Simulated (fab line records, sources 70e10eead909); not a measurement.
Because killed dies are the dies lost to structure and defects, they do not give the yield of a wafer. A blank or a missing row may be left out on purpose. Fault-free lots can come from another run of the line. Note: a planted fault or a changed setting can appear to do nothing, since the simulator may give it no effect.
fab line records	flow nand-harc	part 1 of 2: steps 1 to 4 of 6
record: lots: 22	wafers: 66	last-day: 32
route steps=1302 shown P_ZERO_WELL@46 P_STI@100 P_GATE@145
lots that met no fault: from a run of the same line without faults
start-h: the number of hours between the record's first day and the start of the first shown wafer of the lot	wait-h: hours since the lot's step before	" as in the row above	L1.1+2: several wafers, shown together as one row	- no value present, or no start provided	* or withheld: withheld	< > ~ a bound
route shown NAME@n: a module of which the file shows steps, and the number in the route of the first	usual: mean/standard deviation of fault-free wafers	same: alike in all rows	chamber/n: place in a boat	sites: the reading at each site	_std_site: how widely they spread, as a standard deviation	_edge_site: the outer-site mean with the inner-site mean subtracted	radius-mm: how far each site lies from the wafer's centre	mask NAME#n: copy n	behind: the tool/chamber that last shaped the wafer	hold: cause of the lot's hold/its duration in hours/its outcome	device: the n, p or np transistor that did not switch	end of line: the tests these same wafers got at the end of their route	a step with no rows: only its recipe	killed: not the wafer's yield, but the dies lost to structure and defects at the first sort	map: a wafer's dies, marking killed ones x, the rest . and places with no die _
set.NAME: the setting the step ran with; set.NAME@STEP: the setting that earlier step ran with	model.NAME: the simulator's own value behind a step, which no gauge read
route steps across a sampled set of lots; one table per step, one row per wafer
services: the hour from which a tool's chamber was out of use, counted from the record's first day as start-h (under 0 if before that day), plus the number of hours and why
== steps ==
step: NHARC_P_ZERO_WELL_DESCUM_39
recipe: time-s: 3	o2-flow-sccm: 200	ar-flow-sccm: 0	bias-power-w: 0	chemistry: O2
usual: drypump-motor-current-A: 5.6/0.37	oes-product-au: 1.004/0.011	rf-vpp-V: 57.6/0.87	showerhead-plenum-p-Torr: 1.88/0.093	throttle-valve-pct: 11.310/0.0085
lot.wafer	tool	chamber	start-h	wait-h	drypump-motor-current-A	oes-product-au	rf-hours-counter-h	rf-vpp-V	showerhead-plenum-p-Torr	throttle-valve-pct
L074.1	rie-diel-03	0	24.36	-	5.7	0.998	32	58.2	1.78	11.314
L074.4	"	2	"	"	6.1	1.018	31	58.3	1.81	11.305
L074.6	"	0	"	"	5.6	0.997	-	56.8	1.78	11.320
L075.3	rie-diel-04	3	34.42	-	5.2	1.011	8	56.6	1.82	11.312
L075.5	"	3	"	"	5.2	1.007	-	57.8	1.82	11.300
L075.6	"	0	"	"	5.5	1.007	-	57.0	1.80	11.316
L076.3	rie-diel-03	1	44.31	-	5.2	1.001	39	58.1	1.89	11.314
L076.5	"	2	"	"	6.1	1.006	-	58.3	1.80	11.311
L076.6	"	0	"	"	5.7	0.987	-	56.7	1.77	11.307
L077.3	rie-diel-04	2	61.57	-	5.4	0.998	19	58.7	1.94	11.320
L077.2	"	0	"	"	5.5	1.012	19	57.1	1.80	11.317
L077.5	"	1	"	"	6.0	0.992	-	56.2	1.78	11.314
L078.4	rie-diel-04	1	64.29	-	6.0	0.997	20	56.1	1.78	11.326
L078.6	"	3	"	"	5.2	0.998	-	57.3	1.82	11.310
L078.5	"	0	"	"	5.5	1.007	-	55.4	1.79	11.304
L079.4	rie-diel-11	0	74.48	-	5.5	1.001	47	57.3	1.82	11.318
L079.1	"	1	"	"	6.2	1.021	57	57.3	1.89	11.301
L079.2	"	2	"	"	5.7	0.984	52	56.5	1.87	11.307
L080.1	rie-diel-03	0	85.73	-	5.6	1.002	52	57.1	1.77	11.314
L080.3	"	1	"	"	5.3	1.005	52	59.0	1.89	11.312
L080.5	"	3	"	"	6.3	1.001	-	56.4	2.00	11.311
L081.3	rie-diel-11	3	94.32	-	5.1	1.000	2	57.3	1.99	11.308
L081.2	"	0	"	"	5.5	0.999	2	57.3	1.81	11.318
L081.1	"	1	"	"	6.2	1.004	2	56.5	1.89	11.304
L082.1	rie-diel-04	2	104.27	-	5.4	0.999	35	57.7	1.93	11.287
L082.3	"	3	"	"	5.2	0.999	36	57.3	1.82	11.309
L082.5	"	1	"	"	6.0	0.995	-	57.5	1.77	11.319
L083.2	rie-diel-11	0	114.50	-	5.5	1.000	9	57.6	1.81	11.315
L083.5	"	2	"	"	5.7	0.983	-	56.7	1.86	11.304
L083.6	"	3	"	"	5.2	0.994	-	56.8	1.99	11.299
L084.3	rie-diel-03	1	124.62	-	5.2	1.001	5	57.6	1.88	11.308
L084.5	"	2	"	"	6.1	1.013	-	57.0	1.79	11.311
L084.4	"	1	"	"	5.2	1.001	-	58.4	1.88	11.310
L085.3	rie-diel-04	2	134.29	-	5.4	1.001	45	58.6	1.93	11.310
L085.4	"	0	"	"	5.5	1.011	-	57.9	1.79	11.302
L085.5	"	1	"	"	6.0	1.000	-	57.2	1.77	11.315
L086.2	rie-diel-11	2	144.57	-	5.7	0.997	22	57.5	1.86	11.315
L086.5	"	2	"	"	5.7	0.999	-	58.2	1.86	11.315
L086.6	"	3	"	"	5.2	1.000	-	59.1	1.98	11.287
L087.4	rie-diel-03	0	154.13	-	5.6	1.002	10	59.5	2.07	11.316
L087.1	"	2	"	"	6.1	1.012	15	57.2	1.79	11.301
L087.2	"	3	"	"	6.3	0.993	0	58.4	2.00	11.314
L088.4	rie-diel-11	3	167.46	-	5.1	0.983	27	57.9	1.98	11.319
L088.3	"	0	"	"	5.5	0.992	27	58.0	1.81	11.290
L088.6	"	2	"	"	5.7	0.982	-	56.4	1.86	11.306
L089.2	rie-diel-11	0	174.32	-	5.5	0.995	29	57.3	1.81	11.302
L089.3	"	2	"	"	5.6	0.993	32	56.6	1.86	11.309
L089.6	"	3	"	"	5.2	0.987	-	58.3	1.98	11.298
L090.2	rie-diel-03	3	184.49	-	6.3	1.014	10	59.5	2.00	11.306
L090.1	"	0	"	"	5.6	1.025	23	58.9	2.07	11.310
L090.3	"	1	"	"	5.3	0.999	27	58.5	1.88	11.320
L091.2	rie-diel-03	0	194.52	-	5.6	1.028	25	58.4	2.07	11.320
L091.3	"	2	"	"	6.1	1.016	26	56.5	1.79	11.299
L091.1	"	3	"	"	6.3	1.006	12	57.7	1.99	11.306
L092.1	rie-diel-04	2	204.27	-	5.4	1.015	4	57.8	1.92	11.309
L092.2	"	0	"	"	5.5	0.993	5	56.3	1.78	11.314
L092.5	"	1	"	"	6.1	1.007	-	58.2	2.07	11.319
L093.2	rie-diel-11	1	214.29	-	6.2	1.024	43	57.1	1.87	11.312
L093.1	"	3	"	"	5.2	1.003	39	58.4	1.98	11.305
L093.5	"	0	"	"	5.5	1.000	-	56.7	1.80	11.300
L095.1	rie-diel-04	2	234.92	-	5.4	1.009	13	57.7	1.92	11.305
L095.3	"	3	"	"	5.2	1.009	12	56.5	1.81	11.303
L095.2	"	0	"	"	5.5	0.988	13	58.0	1.78	11.292
L096.4	rie-diel-03	1	244.44	-	5.2	0.993	44	58.1	1.87	11.311
L096.3	"	2	"	"	6.1	1.005	42	56.9	1.78	11.324
L096.1	"	3	"	"	6.3	1.005	31	59.7	1.99	11.306
step: NHARC_P_ZERO_WELL_RTA_42
recipe: temp-c: 1100	time-s: 300
usual: lamp-power-pct: 37.90/0.059	wafer_temp_C_max: 1105.4/2
lot.wafer	tool	chamber	start-h	wait-h	lamp-power-pct	wafer_temp_C_max
L074.1	rtp-anneal-01	0	27.06	-	37.97	1104.2
L074.4	"	0	"	"	37.94	1104.2
L074.6	"	0	"	"	37.92	1104.5
L075.3	rtp-anneal-02	0	37.23	-	37.99	1106.8
L075.5	"	0	"	"	37.95	1108.3
L075.6	"	0	"	"	38.03	1104.4
L076.3	rtp-anneal-01	0	47.13	-	37.83	1103.4
L076.5	"	0	"	"	37.90	1104.4
L076.6	"	0	"	"	37.85	1102.7
L077.2	rtp-anneal-01	0	64.16	-	37.86	1104.4
L077.3	"	0	"	"	37.96	1104.5
L077.5	"	0	"	"	37.86	1103.4
L078.4	rtp-anneal-01	0	67.20	-	37.83	1104.4
L078.5	"	0	"	"	37.82	1103.6
L078.6	"	0	"	"	37.82	1103.4
L079.1	rtp-anneal-01	0	76.99	-	37.84	1103.7
L079.2	"	0	"	"	37.90	1104.1
L079.4	"	0	"	"	37.80	1104.2
L080.1	rtp-anneal-02	0	88.35	-	37.99	1107.3
L080.3	"	0	"	"	37.88	1107.4
L080.5	"	0	"	"	37.99	1107.0
L081.1	rtp-anneal-01	0	96.93	-	37.87	1103.6
L081.2	"	0	"	"	37.84	1103.1
L081.3	"	0	"	"	37.76	1102.6
L082.1	rtp-anneal-02	0	106.89	-	37.84	1109.2
L082.3	"	0	"	"	37.86	1108.4
L082.5	"	0	"	"	37.87	1106.1
L083.2	rtp-anneal-01	0	117.19	-	37.89	1104.9
L083.5	"	0	"	"	37.92	1103.2
L083.6	"	0	"	"	37.86	1103.8
L084.3	rtp-anneal-02	0	127.45	-	38.04	1105.8
L084.4	"	0	"	"	37.96	1107.7
L084.5	"	0	"	"	38.00	1107.6
L085.3	rtp-anneal-01	0	137.03	-	37.86	1102.4
L085.4	"	0	"	"	37.88	1102.6
L085.5	"	0	"	"	37.90	1103.4
L086.2	rtp-anneal-01	0	147.29	-	37.88	1103.0
L086.5	"	0	"	"	37.79	1103.9
L086.6	"	0	"	"	37.87	1105.2
L087.1	rtp-anneal-01	0	156.74	-	37.93	1105.2
L087.2	"	0	"	"	37.82	1103.9
L087.4	"	0	"	"	37.84	1104.0
L088.3	rtp-anneal-01	0	170.14	-	37.89	1105.0
L088.4	"	0	"	"	37.85	1105.9
L088.6	"	0	"	"	37.90	1103.7
L089.2	rtp-anneal-01	0	177.06	-	37.83	1105.6
L089.3	"	0	"	"	37.82	1104.8
L089.6	"	0	"	"	37.89	1104.8
L090.1	rtp-anneal-02	0	186.96	-	37.95	1106.9
L090.2	"	0	"	"	37.96	1104.9
L090.3	"	0	"	"	37.96	1107.0
L091.1	rtp-anneal-02	0	197.14	-	37.90	1106.6
L091.2	"	0	"	"	37.87	1107.4
L091.3	"	0	"	"	37.90	1108.1
L092.1	rtp-anneal-02	0	206.87	-	37.98	1108.9
L092.2	"	0	"	"	37.98	1108.1
L092.5	"	0	"	"	37.97	1108.4
L093.1	rtp-anneal-01	0	216.78	-	37.89	1103.8
L093.2	"	0	"	"	37.85	1104.2
L093.5	"	0	"	"	37.88	1103.8
L095.1	rtp-anneal-02	0	237.59	-	37.98	1106.7
L095.2	"	0	"	"	37.96	1106.7
L095.3	"	0	"	"	37.99	1106.8
L096.1	rtp-anneal-02	0	246.96	-	37.97	1106.3
L096.3	"	0	"	"	37.91	1109.7
L096.4	"	0	"	"	37.89	1107.7
step: NHARC_P_STI_CMP_21
recipe: t-overpolish-s: 20	target-thk-nm: 380.67
usual: motor-current-A: 12.2/1.3	overpolish-run-s: 20.002/0.0088
lot.wafer	tool	chamber	start-h	wait-h	motor-current-A	overpolish-run-s
L074.4	cmp-04	1	70.73	0.4	12.7	19.999
L074.1	"	0	"	"	11.8	19.991
L074.6	"	2	"	"	13.0	20.000
L075.3	cmp-04	1	76.91	0.4	13.5	19.996
L075.6	"	3	"	"	13.8	20.008
L075.5	"	0	"	"	12.6	19.991
L076.3	cmp-02	1	84.14	0.4	11.1	19.992
L076.5	"	0	"	"	15.1	20.020
L076.6	"	1	"	"	10.9	19.982
L077.2	cmp-03	1	101.09	0.4	11.1	19.992
L077.3	"	2	"	"	10.8	19.989
L077.5	"	2	"	"	10.5	20.029
L078.4	cmp-02	3	101.12	0.4	12.1	20.007
L078.6	"	2	"	"	12.0	20.009
L078.5	"	3	"	"	12.0	19.989
L079.1	cmp-03	2	113.85	0.4	10.9	20.009
L079.4	"	3	"	"	11.6	20.000
L079.2	"	0	"	"	10.6	20.016
L080.3	cmp-03	0	122.50	0.4	10.3	19.991
L080.1	"	1	"	"	11.4	20.003
L080.5	"	2	"	"	10.7	20.001
L081.1	cmp-03	3	135.45	0.4	12.2	19.992
L081.3	"	1	"	"	11.1	19.995
L081.2	"	2	"	"	11.2	20.006
L082.3	cmp-03	2	147.00	0.4	11.2	20.011
L082.1	"	1	"	"	11.1	20.007
L082.5	"	2	"	"	11.0	20.001
L083.2	cmp-03	3	159.91	0.4	12.3	19.997
L083.6	"	2	"	"	10.6	20.018
L083.5	"	3	"	"	12.2	20.001
L084.4	cmp-04	3	168.89	0.4	13.9	20.011
L084.3	"	1	"	"	13.0	20.006
L084.5	"	3	"	"	14.0	20.002
L085.4	cmp-02	2	174.76	0.4	11.3	20.004
L085.3	"	1	"	"	11.7	20.003
L085.5	"	3	"	"	12.0	20.001
L086.2	cmp-02	0	183.01	0.4	15.0	20.001
L086.6	"	2	"	"	11.1	19.992
L086.5	"	3	"	"	11.6	20.003
L087.4	cmp-04	2	191.25	0.4	12.8	20.000
L087.2	"	3	"	"	14.2	19.994
L087.1	"	0	"	"	12.4	19.996
L088.4	cmp-02	3	207.83	0.4	12.4	20.005
L088.3	"	1	"	"	11.0	20.003
L088.6	"	2	"	"	10.8	20.004
L089.3	cmp-04	1	214.00	0.4	12.9	19.998
L089.2	"	2	"	"	12.8	20.016
L089.6	"	0	"	"	12.9	20.004
L090.2	cmp-04	0	222.13	0.4	12.1	19.996
L090.3	"	1	"	"	13.1	19.997
L090.1	"	2	"	"	12.6	20.014
L091.1	cmp-03	0	233.84	0.4	10.4	19.997
L091.2	"	1	"	"	11.1	20.005
L091.3	"	2	"	"	10.5	20.011
L092.2	cmp-02	0	242.69	0.4	14.8	19.994
L092.1	"	1	"	"	10.9	20.018
L092.5	"	2	"	"	11.5	20.010
L093.1	cmp-03	2	252.83	0.4	10.3	20.002
L093.2	"	3	"	"	12.5	19.997
L093.5	"	2	"	"	10.9	20.002
L095.3	cmp-04	3	274.30	0.4	14.0	20.010
L095.2	"	1	"	"	13.8	20.006
L095.1	"	2	"	"	13.1	19.992
L096.4	cmp-04	0	284.88	0.4	11.9	20.005
L096.1	"	1	"	"	13.2	19.990
L096.3	"	2	"	"	12.9	20.014
step: NHARC_P_GATE_ETCH_104
recipe: target-depth-a: 600	time-s: withheld	cf4-flow-sccm: 100	chf3-flow-sccm: 30	ar-flow-sccm: 0	rf-w: 500	bias-w: 200	chemistry: CF4/CHF3
usual: drypump-motor-current-A: 5.68/0.29	oes-product-au: 0.942/0.025	rf-vpp-V: 370.4/2	showerhead-plenum-p-Torr: 1.56/0.054	throttle-valve-pct: 16.803/0.0095
lot.wafer	tool	chamber	start-h	wait-h	drypump-motor-current-A	oes-product-au	rf-vpp-V	showerhead-plenum-p-Torr	throttle-valve-pct
L074.1	rie-diel-08	0	105.51	0.1	5.47	0.923	370.1	1.55	16.801
L074.4	"	3	"	"	5.26	0.968	368.5	1.48	16.804
L074.6	"	0	"	"	5.47	0.929	371.1	1.55	16.797
L075.3	rie-diel-01	2	106.01	0.1	5.45	0.975	373.5	1.64	16.807
L075.5	"	3	"	"	6.20	0.967	368.4	1.50	16.805
L075.6	"	0	"	"	5.67	0.972	370.3	1.53	16.816
L076.3	rie-diel-01	2	117.54	0.2	5.44	0.932	371.9	1.64	16.791
L076.5	"	0	"	"	5.69	0.927	368.2	1.53	16.789
L076.6	"	3	"	"	6.20	0.927	367.7	1.50	16.798
L078.4	rie-diel-08	0	133.79	0.1	5.47	0.944	369.6	1.55	16.804
L078.6	"	2	"	"	6.01	0.985	368.9	1.50	16.803
L078.5	"	3	"	"	5.28	0.952	367.4	1.48	16.818
L077.2	rie-diel-01	0	134.19	0.1	5.76	0.924	370.4	1.53	16.802
L077.3	"	1	"	"	5.43	0.928	369.9	1.58	16.800
L077.5	"	1	"	"	5.42	0.922	371.0	1.58	16.795
L079.4	rie-diel-01	0	149.19	0.1	5.70	0.972	370.4	1.53	16.809
L079.1	"	1	"	"	5.42	0.965	371.8	1.58	16.797
L079.2	"	2	"	"	5.45	0.952	371.4	1.64	16.791
L080.1	rie-diel-05	2	160.59	0.1	5.70	0.912	371.7	1.58	16.804
L080.3	"	3	"	"	5.62	0.922	372.1	1.59	16.801
L080.5	"	2	"	"	5.70	0.911	369.9	1.58	16.806
L081.2	rie-diel-08	1	168.92	0.1	5.92	0.942	372.3	1.63	16.808
L081.1	"	2	"	"	6.00	0.966	367.3	1.50	16.791
L081.3	"	3	"	"	5.27	0.945	367.1	1.48	16.796
L082.1	rie-diel-05	1	179.94	0.1	5.30	0.920	373.0	1.62	16.816
L082.3	"	3	"	"	5.63	0.930	369.5	1.59	16.793
L082.5	"	0	"	"	5.88	0.910	370.8	1.59	16.808
L083.2	rie-diel-01	2	198.18	0.1	5.45	0.916	373.3	1.64	16.798
L083.5	"	0	"	"	5.69	0.923	369.3	1.53	16.800
L083.6	"	1	"	"	5.42	0.940	370.4	1.58	16.825
L084.3	rie-diel-05	2	204.13	0.1	5.71	0.984	370.7	1.58	16.798
L084.4	"	0	"	"	5.91	0.952	372.0	1.59	16.797
L084.5	"	3	"	"	5.64	0.972	373.2	1.59	16.802
L085.4	rie-diel-05	0	209.37	0.1	5.90	0.924	371.0	1.59	16.808
L085.3	"	1	"	"	5.29	0.909	372.1	1.62	16.820
L085.5	"	0	"	"	5.92	0.920	372.4	1.59	16.819
L086.2	rie-diel-08	0	214.15	0.1	5.46	0.993	370.4	1.55	16.810
L086.6	"	0	"	"	5.47	0.984	370.7	1.55	16.795
L086.5	"	1	"	"	5.90	0.913	372.3	1.63	16.820
L087.1	rie-diel-05	0	223.85	0.1	5.90	0.950	372.9	1.59	16.800
L087.4	"	2	"	"	5.75	0.973	371.3	1.58	16.801
L087.2	"	3	"	"	5.62	0.990	372.7	1.59	16.803
L089.3	rie-diel-05	0	241.61	0.2	5.89	0.931	371.0	1.59	16.781
L089.2	"	1	"	"	5.24	0.923	371.8	1.62	16.812
L089.6	"	0	"	"	5.90	0.927	371.7	1.59	16.814
L088.4	rie-diel-01	1	242.12	0.1	5.36	0.916	369.8	1.58	16.796
L088.3	"	2	"	"	5.45	0.911	372.9	1.64	16.810
L088.6	"	1	"	"	5.41	0.925	372.2	1.58	16.797
L090.2	rie-diel-01	1	262.27	0.1	5.43	0.917	371.2	1.58	16.802
L090.3	"	3	"	"	6.21	0.930	367.2	1.49	16.803
L090.1	"	0	"	"	5.72	0.911	366.2	1.53	16.786
L091.3	rie-diel-01	3	268.95	0.1	6.20	0.965	367.3	1.49	16.799
L091.2	"	1	"	"	5.42	0.964	369.7	1.58	16.807
L091.1	"	2	"	"	5.44	0.959	373.5	1.64	16.805
L092.2	rie-diel-08	1	276.07	0.1	5.91	0.911	372.6	1.63	16.803
L092.1	"	2	"	"	6.00	0.919	367.4	1.50	16.805
L092.5	"	1	"	"	5.91	0.924	371.9	1.63	16.787
L093.2	rie-diel-08	2	286.76	0.1	5.99	0.935	369.2	1.50	16.804
L093.1	"	1	"	"	5.90	0.969	372.9	1.63	16.806
L093.5	"	2	"	"	6.00	0.941	371.0	1.50	16.801
L095.3	rie-diel-01	0	305.73	0.1	5.68	0.955	370.2	1.53	16.804
L095.2	"	1	"	"	5.41	0.948	372.1	1.58	16.807
L095.1	"	3	"	"	6.22	0.988	366.8	1.49	16.819
L096.4	rie-diel-08	3	316.12	0.1	5.28	0.919	367.4	1.48	16.795
L096.3	"	0	"	"	5.48	0.930	369.4	1.55	16.806
L096.1	"	1	"	"	5.92	0.917	373.1	1.63	16.808
